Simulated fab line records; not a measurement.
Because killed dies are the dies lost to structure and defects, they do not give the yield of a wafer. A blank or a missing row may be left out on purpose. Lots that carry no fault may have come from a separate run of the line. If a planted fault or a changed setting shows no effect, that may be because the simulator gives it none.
Chamber matching + flow nandHarc + 3 sister chambers for NHARC_P_M1_PRE_CLEAN_32 on pecvd-03
The step time 12 s. 14 wafers are shown with their chamber, then 7 later ones without.

## WAFERS PAIRED WITH THEIR CHAMBERS
| wafer  | chamber | heaterPowerW (W) |
|--------|---------|------------------|
| L123.1 | 0       | 477              |
| L123.5 | 1       | 565              |
| L123.6 | 0       | 489              |
| L122.1 | 1       | 646              |
| L122.4 | 1       | 631              |
| L122.5 | 1       | 637              |
| L125.1 | 0       | 555              |
| L125.2 | 1       | 605              |
| L125.6 | 2       | 629              |
| L136.2 | 1       | 605              |
| L136.4 | 2       | 628              |
| L136.6 | 0       | 475              |
| L138.3 | 0       | 576              |
| L138.4 | 0       | 569              |

SIGNATURES (means of the wafers above)
| reading      | chamber 0 | chamber 1 | chamber 2 | scatter within a chamber |
|--------------|-----------|-----------|-----------|--------------------------|
| heaterPowerW | 523.50    | 614.83    | 628.50    | 38                       |
Rule: a wafer's distance from a chamber is the root of the sum, over the readings, of the square of ((its reading less the chamber's mean) divided by the reading's scatter). If the next closest chamber is less than 2 further off than the closest, the wafer can't be placed; otherwise it belongs to the closest. The scatter is the square root of a quotient: the sum, over the shown wafers, of each reading's squared deviation from its chamber's mean, divided by wafers minus chambers.

## WAFERS MISSING THEIR CHAMBER
| wafer  | heaterPowerW (W) |
|--------|------------------|
| L138.5 | 672              |
| L140.2 | 581              |
| L140.3 | 711              |
| L140.4 | 576              |
| L141.1 | 706              |
| L141.2 | 510              |
| L141.3 | 635              |

## THE CHAMBER EACH PASSED THROUGH
| wafer  | from the rows above          | in truth |
|--------|------------------------------|----------|
| L138.5 | can't be placed: 2 or 1      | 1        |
| L140.2 | can't be placed: 1 or 2 or 0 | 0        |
| L140.3 | can't be placed: 2 or 1      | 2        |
| L140.4 | can't be placed: 1 or 0 or 2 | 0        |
| L141.1 | can't be placed: 2 or 1      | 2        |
| L141.2 | 0                            | 0        |
| L141.3 | can't be placed: 2 or 1      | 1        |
Correctly placed: 1 of 7. These rows do not allow placing 6 (true chamber among the candidates in 6). Number placed wrongly: 0.
